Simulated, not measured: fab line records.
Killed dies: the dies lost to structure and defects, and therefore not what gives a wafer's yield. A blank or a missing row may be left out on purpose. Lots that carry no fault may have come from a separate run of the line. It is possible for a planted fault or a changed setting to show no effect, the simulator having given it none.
fab line records -- flow nandHarc
record lots=12, wafers=35, lastDay=26
route steps=1159 shown A_CHANNEL_FILL_D1@508 A_STAIRCASE@530 END@1159
lots with no fault: from the same line, run without faults
startH: start of the lot's first displayed wafer, in hours after the record's first day -- waitH: hours elapsed since this lot's preceding step -- " as in the row above -- L1.1+2: a row that stands for several wafers -- - no value, or no start given -- * or withheld: withheld -- < > ~ a bound
route shown NAME@n: a module of which the file shows steps, and the number in the route of the first -- usual: the fault-free wafers' mean and standard deviation -- same: alike in all rows -- chamber/n: place in a boat -- sites: readings site by site -- _std_site: standard deviation across them -- _edge_site: the outer-site mean with the inner-site mean subtracted -- radiusMm: how far each site lies from the wafer's centre -- mask NAME#n: copy n -- behind: the tool/chamber that last shaped the wafer -- hold: what put the lot on hold/how long, in hours/how the hold closed -- device: the transistor (n, p or np) that didn't switch -- end of line: the route-end tests of the same wafers -- a step with no rows: only its recipe -- killed: not the wafer's yield, but the dies lost to structure and defects at the first sort -- map: a wafer's dies, marking killed ones x, the rest . and places with no die _
set.NAME: the setting the step ran with; set.NAME@STEP: the setting that earlier step ran with -- model.NAME: the simulator's own value behind a step, which no gauge read
steps of the route over a sample of lots; a table a step, a row a wafer
services: when a tool's chamber went out of use (startH, in hours from the record's first day, below 0 if earlier), for how many hours, and the reason
## steps
# step NHARC_A_CHANNEL_FILL_D1_ETCHBACK_08
# recipe targetDepthA=2200, timeS=110, c4f8FlowSccm=20, arFlowSccm=withheld, rfW=600, biasW=300, chemistry=C4F8
# usual oesProductAu=0.96/0.038, rfFwdPowerW=596.3/2, rfVppV=440.3/2.3
lot.wafer,tool,chamber,startH,waitH,oesProductAu,rfFwdPowerW,rfHoursCounterH,rfVppV
L858.1,rieDiel-02,3,-,-,0.99,598.3,2,437.6
L858.3,rieDiel-02,0,-,-,1.02,594.5,2,442.3
L858.6,rieDiel-02,0,-,-,1.01,595.0,-,441.2
L862.1,rieDiel-02,3,-,-,0.91,594.1,3,436.1
L862.3,rieDiel-02,2,-,-,0.92,598.8,2,439.2
L862.5,rieDiel-02,3,-,-,0.91,598.0,-,436.6
L861.3,rieDiel-13,1,-,-,0.92,596.1,25,441.6
L861.5,rieDiel-13,2,-,-,0.93,598.3,-,438.6
L861.6,rieDiel-13,3,-,-,0.92,599.6,-,443.4
L863.2,rieDiel-02,1,-,-,1.01,596.8,2,440.0
L863.3,rieDiel-02,3,-,-,0.99,597.8,3,436.6
L863.4,rieDiel-02,0,-,-,1.02,593.9,3,442.0
L864.1,rieDiel-03,0,-,-,0.94,592.5,2,442.5
L864.4,rieDiel-03,1,-,-,0.93,594.8,2,444.7
L864.5,rieDiel-03,0,-,-,0.95,592.1,-,439.8
L866.3,rieDiel-02,3,-,-,0.91,595.9,3,437.8
L866.6,rieDiel-02,0,-,-,0.93,594.8,-,440.8
L866.5,rieDiel-02,1,-,-,0.93,598.8,-,440.5
L867.1,rieDiel-03,2,-,-,0.96,594.2,2,436.3
L867.3,rieDiel-03,3,-,-,0.98,596.1,2,441.6
L867.5,rieDiel-03,2,-,-,0.96,595.6,-,435.8
L865.4,rieDiel-02,2,-,-,0.98,598.5,3,440.7
L865.5,rieDiel-02,1,-,-,1.01,594.6,-,439.6
L873.1,rieDiel-03,1,-,-,1.00,599.8,4,442.8
L873.2,rieDiel-03,2,-,-,1.00,596.3,3,437.6
L873.5,rieDiel-03,2,-,-,1.00,599.4,-,437.7
L879.2,rieDiel-13,0,-,-,1.01,596.7,10,442.6
L879.1,rieDiel-13,2,-,-,1.02,595.0,10,438.1
L879.4,rieDiel-13,3,-,-,1.01,597.7,10,441.7
L877.4,rieDiel-03,1,-,-,0.92,595.7,5,444.5
L877.5,rieDiel-03,1,-,-,0.93,594.5,-,443.2
L877.6,rieDiel-03,2,-,-,0.92,594.1,-,437.2
L881.2,rieDiel-03,3,-,-,0.93,598.1,6,443.0
L881.1,rieDiel-03,2,-,-,0.92,595.2,6,437.4
L881.6,rieDiel-03,0,-,-,0.94,593.9,-,440.6
# step NHARC_A_STAIRCASE_DESCUM_168
# recipe timeS=3, o2FlowSccm=200, arFlowSccm=0, biasPowerW=0, chemistry=O2
# usual drypumpMotorCurrentA=5.9/0.5, oesProductAu=1.002/0.01, rfVppV=57.9/0.98, showerheadPlenumPTorr=1.94/0.076, throttleValvePct=11.310/0.0089
lot.wafer,tool,chamber,startH,waitH,drypumpMotorCurrentA,oesProductAu,rfHoursCounterH,rfVppV,showerheadPlenumPTorr,throttleValvePct
L858.3,rieDiel-12,1,236.92,-,5.9,1.010,11,56.9,1.98,11.298
L858.1,rieDiel-12,2,236.92,-,6.3,0.996,8,60.1,2.02,11.306
L858.6,rieDiel-12,0,236.92,-,5.7,1.014,-,57.2,1.90,11.315
L861.3,rieDiel-11,1,256.22,-,5.5,0.988,22,57.4,2.01,11.297
L861.5,rieDiel-11,3,256.22,-,6.6,1.003,-,58.8,1.97,11.323
L861.6,rieDiel-11,0,256.22,-,5.8,1.011,-,57.6,1.94,11.303
L862.1,rieDiel-07,0,256.37,-,6.7,0.986,6,57.4,1.85,11.293
L862.3,rieDiel-07,2,256.37,-,6.0,1.015,6,57.7,2.01,11.312
L862.5,rieDiel-07,0,256.37,-,6.7,0.991,-,56.8,1.85,11.312
L863.4,rieDiel-11,2,260.73,-,5.5,1.016,25,56.5,1.78,11.302
L863.3,rieDiel-11,3,260.73,-,6.6,1.002,24,57.8,1.97,11.314
L863.2,rieDiel-11,1,260.73,-,5.5,0.999,24,59.6,2.01,11.307
L866.3,rieDiel-11,1,276.06,-,5.5,0.994,27,58.6,2.00,11.307
L866.6,rieDiel-11,3,276.06,-,6.6,0.999,-,58.5,1.96,11.314
L866.5,rieDiel-11,0,276.06,-,5.8,1.001,-,57.1,1.94,11.316
L864.4,rieDiel-11,1,276.21,-,5.5,0.994,27,58.6,2.00,11.307
L864.1,rieDiel-11,2,276.21,-,5.5,1.002,28,57.8,1.78,11.293
L864.5,rieDiel-11,1,276.21,-,5.5,0.995,-,57.3,2.00,11.302
L867.1,rieDiel-12,2,287.92,-,6.3,0.992,25,59.3,2.02,11.324
L867.3,rieDiel-12,3,287.92,-,6.0,1.009,27,58.0,1.97,11.322
L867.5,rieDiel-12,3,287.92,-,5.9,1.001,-,59.1,1.97,11.306
L865.4,rieDiel-12,3,288.11,-,6.0,1.013,27,56.9,1.97,11.303
L865.5,rieDiel-12,0,288.11,-,5.7,1.019,-,59.0,1.90,11.297
L873.2,rieDiel-07,3,321.21,-,5.5,1.001,28,58.4,2.05,11.306
L873.1,rieDiel-07,0,321.21,-,6.7,0.983,31,59.2,1.84,11.296
L873.5,rieDiel-07,2,321.21,-,6.0,0.995,-,57.7,2.00,11.326
L879.2,rieDiel-12,2,353.89,-,6.2,0.980,46,56.8,2.01,11.305
L879.1,rieDiel-12,3,353.89,-,6.0,0.998,47,57.9,1.96,11.310
L879.4,rieDiel-12,0,353.89,-,5.7,1.017,52,57.4,1.89,11.310
L877.4,rieDiel-12,2,357.14,-,6.2,0.983,47,59.8,2.01,11.310
L877.6,rieDiel-12,0,357.14,-,5.7,1.010,-,58.1,1.89,11.315
L877.5,rieDiel-12,1,357.14,-,5.9,1.002,-,56.9,1.97,11.312
L881.2,rieDiel-07,0,387.40,-,6.7,1.008,59,56.6,1.83,11.325
L881.1,rieDiel-07,1,387.40,-,4.7,1.003,60,58.7,1.85,11.317
L881.6,rieDiel-07,2,387.40,-,6.0,1.021,-,58.6,1.99,11.309
# step NHARC_A_STAIRCASE_TRIM_12
# recipe timeS=211.2, o2FlowSccm=500, arFlowSccm=0, biasW=0, chemistry=O2
# usual drypumpMotorCurrentA=5.8/0.57, oesProductAu=1.002/0.011, rfVppV=57.9/0.91, runLengthS=232.1/0.46, showerheadPlenumPTorr=3.58/0.13, throttleValvePct=17.037/0.0092
lot.wafer,tool,chamber,startH,waitH,drypumpMotorCurrentA,oesProductAu,rfHoursCounterH,rfVppV,runLengthS,showerheadPlenumPTorr,throttleValvePct
L858.1,rieDiel-07,2,238.84,0.1,6.0,1.021,0,59.5,232.7,3.70,17.040
L858.3,rieDiel-07,3,238.84,0.1,5.6,0.999,0,58.0,231.6,3.78,17.033
L858.6,rieDiel-07,3,238.84,0.1,5.6,1.008,-,58.9,231.4,3.78,17.046
L862.3,rieDiel-12,0,258.27,0.1,5.7,1.018,20,57.4,232.7,3.51,17.046
L862.1,rieDiel-12,1,258.27,0.1,5.9,1.011,19,58.0,232.9,3.64,17.039
L862.5,rieDiel-12,3,258.27,0.1,6.0,1.018,-,58.5,231.9,3.63,17.047
L861.3,rieDiel-07,1,258.46,0.1,4.8,1.007,6,56.7,232.1,3.44,17.031
L861.6,rieDiel-07,3,258.46,0.1,5.6,1.014,-,58.5,231.5,3.77,17.035
L861.5,rieDiel-07,0,258.46,0.1,6.7,0.990,-,57.2,231.8,3.42,17.038
L863.3,rieDiel-12,2,263.09,0.1,6.3,1.002,18,59.3,231.8,3.71,17.034
L863.2,rieDiel-12,0,263.09,0.1,5.7,1.024,21,56.9,232.8,3.50,17.018
L863.4,rieDiel-12,1,263.09,0.1,5.9,1.010,-,58.5,232.8,3.64,17.042
L866.3,rieDiel-12,1,278.22,0.1,5.9,0.994,25,58.8,232.7,3.63,17.050
L866.6,rieDiel-12,0,278.22,0.1,5.7,1.013,-,58.0,306.8,3.50,17.031
L866.5,rieDiel-12,1,278.22,0.1,5.9,0.999,-,57.5,307.0,3.63,17.041
L864.1,rieDiel-12,2,278.58,0.1,6.2,1.001,22,60.1,231.8,3.71,17.017
L864.4,rieDiel-12,0,278.58,0.1,5.7,1.015,26,56.9,232.7,3.50,17.029
L864.5,rieDiel-12,2,278.58,0.1,6.3,0.992,-,57.8,306.0,3.71,17.032
L867.1,rieDiel-07,2,289.84,0.1,6.0,1.007,18,57.3,232.1,3.69,17.050
L867.3,rieDiel-07,3,289.84,0.1,5.6,1.005,17,58.4,231.5,3.77,17.048
L867.5,rieDiel-07,3,289.84,0.1,5.5,0.999,-,58.2,232.0,3.77,17.044
L865.4,rieDiel-12,0,290.19,0.2,5.7,1.019,31,56.8,232.7,3.50,17.028
L865.5,rieDiel-12,0,290.19,0.2,5.7,1.006,-,56.8,307.3,3.50,17.037
L873.2,rieDiel-07,2,323.67,0.4,6.0,1.002,29,58.1,232.1,3.68,17.035
L873.1,rieDiel-07,0,323.67,0.4,6.7,0.983,33,57.6,231.9,3.40,17.048
L873.5,rieDiel-07,2,323.67,0.4,6.0,1.002,-,58.2,232.2,3.68,17.047
L879.1,rieDiel-12,2,355.67,0.1,6.2,1.000,46,58.6,232.4,3.69,17.042
L879.4,rieDiel-12,0,355.67,0.1,5.7,1.023,52,58.1,232.4,3.49,17.028
L879.2,rieDiel-12,1,355.67,0.1,5.9,1.004,50,58.7,232.7,3.62,17.039
L877.4,rieDiel-11,2,359.15,0.1,5.5,1.009,62,56.9,232.3,3.28,17.029
L877.5,rieDiel-11,3,359.15,0.1,6.6,1.009,-,58.8,232.3,3.60,17.023
L877.6,rieDiel-11,0,359.15,0.1,5.8,0.990,-,58.8,231.7,3.56,17.032
L881.1,rieDiel-07,1,389.25,0.1,4.7,1.013,60,57.7,232.0,3.41,17.051
L881.2,rieDiel-07,0,389.25,0.1,6.7,0.999,59,55.9,231.7,3.39,17.040
L881.6,rieDiel-07,0,389.25,0.1,6.6,1.001,-,57.9,231.6,3.39,17.050
# step NHARC_A_STAIRCASE_TRIM_16
# recipe timeS=211.2, o2FlowSccm=500, arFlowSccm=0, biasW=0, chemistry=O2
# usual drypumpMotorCurrentA=5.9/0.56, oesProductAu=1.004/0.0093, rfVppV=58.0/0.93, runLengthS=232.1/0.44, showerheadPlenumPTorr=3.58/0.13, throttleValvePct=17.036/0.008
lot.wafer,tool,chamber,startH,waitH,drypumpMotorCurrentA,oesProductAu,rfHoursCounterH,rfVppV,runLengthS,showerheadPlenumPTorr,throttleValvePct
L858.1,rieDiel-07,3,-,-,5.5,0.998,0,59.0,231.8,3.78,17.030
L858.3,rieDiel-07,0,-,-,6.7,1.001,0,55.4,232.0,3.42,17.039
L858.6,rieDiel-07,0,-,-,6.7,0.991,-,55.7,231.5,3.42,17.030
L862.1,rieDiel-12,0,-,-,5.7,1.025,20,57.3,232.8,3.50,17.050
L862.3,rieDiel-12,1,-,-,5.9,0.995,19,57.4,232.9,3.64,17.030
L862.5,rieDiel-12,0,-,-,5.7,1.012,-,58.1,232.8,3.51,17.043
L861.3,rieDiel-07,2,-,-,5.9,1.014,7,56.8,232.0,3.69,17.037
L861.6,rieDiel-07,3,-,-,5.6,1.011,-,59.7,231.9,3.77,17.038
L861.5,rieDiel-07,0,-,-,6.7,0.989,-,57.1,231.4,3.42,17.062
L863.2,rieDiel-12,1,-,-,6.0,1.006,21,59.4,232.6,3.64,17.030
L863.4,rieDiel-12,2,-,-,6.2,0.991,18,59.1,231.8,3.71,17.028
L863.3,rieDiel-12,3,-,-,6.0,0.996,20,57.7,232.3,3.62,17.031
L866.3,rieDiel-12,3,-,-,6.0,1.007,24,58.5,232.1,3.62,17.050
L866.5,rieDiel-12,2,-,-,6.2,0.999,-,58.9,231.8,3.71,17.029
L866.6,rieDiel-12,3,-,-,6.0,1.010,-,59.0,232.4,3.62,17.024
L864.4,rieDiel-12,1,-,-,5.9,1.003,26,57.0,232.9,3.63,17.030
L864.1,rieDiel-12,2,-,-,6.2,1.000,23,57.7,231.7,3.71,17.038
L864.5,rieDiel-12,0,-,-,5.7,1.020,-,57.5,232.5,3.50,17.041
L867.1,rieDiel-07,2,-,-,6.0,0.996,19,57.3,232.0,3.69,17.045
L867.3,rieDiel-07,0,-,-,6.7,0.980,19,58.3,231.5,3.41,17.021
L867.5,rieDiel-07,2,-,-,6.0,1.010,-,58.7,232.2,3.69,17.034
L865.4,rieDiel-12,2,-,-,6.2,0.993,26,57.7,232.2,3.70,17.050
L865.5,rieDiel-12,1,-,-,5.9,1.003,-,56.7,232.7,3.63,17.043
L873.2,rieDiel-07,0,-,-,6.7,0.993,34,59.3,231.4,3.40,17.033
L873.1,rieDiel-07,1,-,-,4.7,1.011,34,57.1,232.0,3.43,17.041
L873.5,rieDiel-07,1,-,-,4.8,1.002,-,56.7,232.0,3.43,17.046
L879.2,rieDiel-12,0,-,-,5.7,1.013,52,59.7,232.6,3.49,17.045
L879.1,rieDiel-12,1,-,-,5.9,0.995,50,59.8,232.8,3.62,17.043
L879.4,rieDiel-12,3,-,-,6.0,1.008,48,56.6,231.9,3.61,17.037
L877.4,rieDiel-11,0,-,-,5.8,0.996,60,58.3,231.8,3.56,17.037
L877.6,rieDiel-11,2,-,-,5.5,1.017,-,57.7,232.3,3.28,17.027
L877.5,rieDiel-11,3,-,-,6.6,1.002,-,56.4,232.3,3.60,17.032
L881.2,rieDiel-07,0,-,-,6.7,1.005,60,57.4,231.6,3.39,17.040
L881.1,rieDiel-07,1,-,-,4.8,1.012,60,58.9,231.9,3.41,17.030
L881.6,rieDiel-07,2,-,-,6.0,1.014,-,57.8,232.0,3.67,17.038
# step NHARC_END_SORT_01
# recipe tempC=25
# usual killedAtArray=27/12, killedAtOther=0.9/1.1, killedAtPeriphery=3.2/2.4, killedDies=31/12, killedOpen=3.3/1.7, killedShort=2.0/1.6
# same grossDies=677
lot.wafer,tool,chamber,startH,waitH,killedAtArray,killedAtOther,killedAtPeriphery,killedDies,killedOpen,killedShort
L866.3,prober-01,0,557.42,3.1,20,0,4,24,4,1
L866.5,prober-01,0,559.03,3.7,235,1,4,240,4,1
L866.6,prober-01,0,559.83,4.0,348,0,5,353,3,1
L864.1,prober-02,0,563.49,2.5,11,0,7,18,3,2
L864.4,prober-02,0,565.88,3.4,15,2,4,21,4,1
L864.5,prober-02,0,566.68,3.7,310,1,10,321,4,1
# killed by level:class
L866.3 A_CHANNEL_HOLE_D1:chamberFilmFlake=12 P_CONTACT:chamberFilmFlake=2 A_STAIRCASE:chamberFilmFlake=2 P_CONTACT:geometricParticle:open=1 A_SOURCE_PLATE:geometricParticle:open=1 A_CHANNEL_HOLE_D1:geometricParticle:short=1 A_CHANNEL_HOLE_D1:geometricParticle:open=1 A_WL_FILL:geometricParticle:open=1
L866.5 A_STAIRCASE:areaTrim=215 A_CHANNEL_HOLE_D1:chamberFilmFlake=13 A_WL_FILL:chamberFilmFlake=3 P_M1:chamberFilmFlake=2 P_CONTACT:geometricParticle:open=1 A_SOURCE_PLATE:geometricParticle:open=1 A_SGD_CUT:geometricParticle:open=1 A_WL_FILL:geometricParticle:short=1
L866.6 A_STAIRCASE:areaTrim=327 A_CHANNEL_HOLE_D1:chamberFilmFlake=14 P_M1:chamberFilmFlake=4 P_CONTACT:geometricParticle:open=1 A_CONTACT:geometricParticle:open=1 A_M0:geometricParticle:short=1 A_M1:geometricParticle:open=1 A_STAIRCASE:chamberFilmFlake=1
L864.1 P_CONTACT:chamberFilmFlake=3 P_M1:chamberFilmFlake=3 A_CHANNEL_HOLE_D1:chamberFilmFlake=3 A_STAIRCASE:chamberFilmFlake=2 A_CONTACT:chamberFilmFlake=2 P_M1:geometricParticle:open=1 A_SOURCE_PLATE:geometricParticle:open=1 A_WL_FILL:geometricParticle:short=1
L864.4 A_CONTACT:chamberFilmFlake=4 A_CHANNEL_HOLE_D1:chamberFilmFlake=3 A_M0:geometricParticle:open=2 P_M1:chamberFilmFlake=2 A_CHANNEL_FILL_D1:chamberFilmFlake=2 THIN_TSV:chamberFilmFlake=2 P_M0:geometricParticle:open=1 A_WL_FILL:geometricParticle:short=1
L864.5 A_STAIRCASE:areaTrim=298 A_CHANNEL_HOLE_D1:chamberFilmFlake=4 P_STI:chamberFilmFlake=3 P_CONTACT:chamberFilmFlake=3 A_CONTACT:chamberFilmFlake=3 P_M1:chamberFilmFlake=2 P_M0:geometricParticle:open=1 A_SOURCE_PLATE:geometricParticle:open=1
## services
tool,chamber,startH,hours,kind
rieDiel-12,0,211.45,-,clean
rieDiel-12,1,211.45,-,clean
rieDiel-12,1,211.45,-,consumableReplace:focusRing
rieDiel-12,2,211.45,-,clean
rieDiel-12,3,211.45,-,clean
rieDiel-03,0,215.06,3.3,repair
rieDiel-03,-,215.32,9.0,pm
rieDiel-13,0,225.81,19.4,repair
rieDiel-07,-,228.26,9.0,pm
rieDiel-12,0,236.30,-,clean
rieDiel-12,3,258.47,5.0,repair
rieDiel-02,1,260.49,3.6,repair
rieDiel-13,-,266.34,0.1,repair
rieDiel-13,-,276.00,9.0,pm
rieDiel-11,3,302.78,6.8,repair
rieDiel-02,3,315.00,6.4,repair
rieDiel-02,-,327.70,9.0,pm
rieDiel-03,0,329.59,14.0,repair
rieDiel-13,2,353.43,10.8,repair
rieDiel-11,0,353.65,4.1,repair
rieDiel-13,3,363.34,4.3,repair
rieDiel-11,-,366.67,9.0,pm
rieDiel-07,3,371.03,30.2,repair
rieDiel-12,-,379.45,9.0,pm
## key
firstSign step=NHARC_A_STAIRCASE_TRIM_12, reading=runLengthS, direction=up, sigmas=99+, usual=*, struck=*
effect step=NHARC_END_SORT_01, reading=killedDies, direction=up, sigmas=24, usual=31, struck=305
moreKillsBornAt NHARC_A_STAIRCASE_TRIM_12@rieDiel-12=840
metAt NHARC_A_STAIRCASE_TRIM_12
struckLots L864,L865,L866
struckWafers L864.5,L865.5,L866.5,L866.6
laterRowsLeftOut L865.5
sortLeftOut L865.5
testerLeftOut L864,L865,L866
notActingAt NHARC_A_CHANNEL_FILL_D1_ETCHBACK_08,NHARC_A_STAIRCASE_DESCUM_168,NHARC_A_STAIRCASE_TRIM_16
onsetBetween 263.09 278.22
fault kind=processParameterDrift, tool=rieDiel-12, chamber=-, onsetH=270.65, steps=NHARC_A_STAIRCASE_TRIM_12, channel=timeS, offset=*, shape=step, endH=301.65, scope=struckWafersOnly, actsIn=*, stated=*
# testerLeftOut: of these lots the tester's yield and bins aren't shown, on N5 and GAA mostly nor the transistor test; their killed dies are dies lost to structure and defects alone, not to doping, threshold or leakage, so they don't give the yield
# sortLeftOut: the simulated sort isn't trusted on such a fault, so these wafers' sort isn't shown, and their yield isn't known
# laterRowsLeftOut: the simulator's readings of these wafers behind a module that went badly wrong aren't trusted and aren't shown, but for the sort
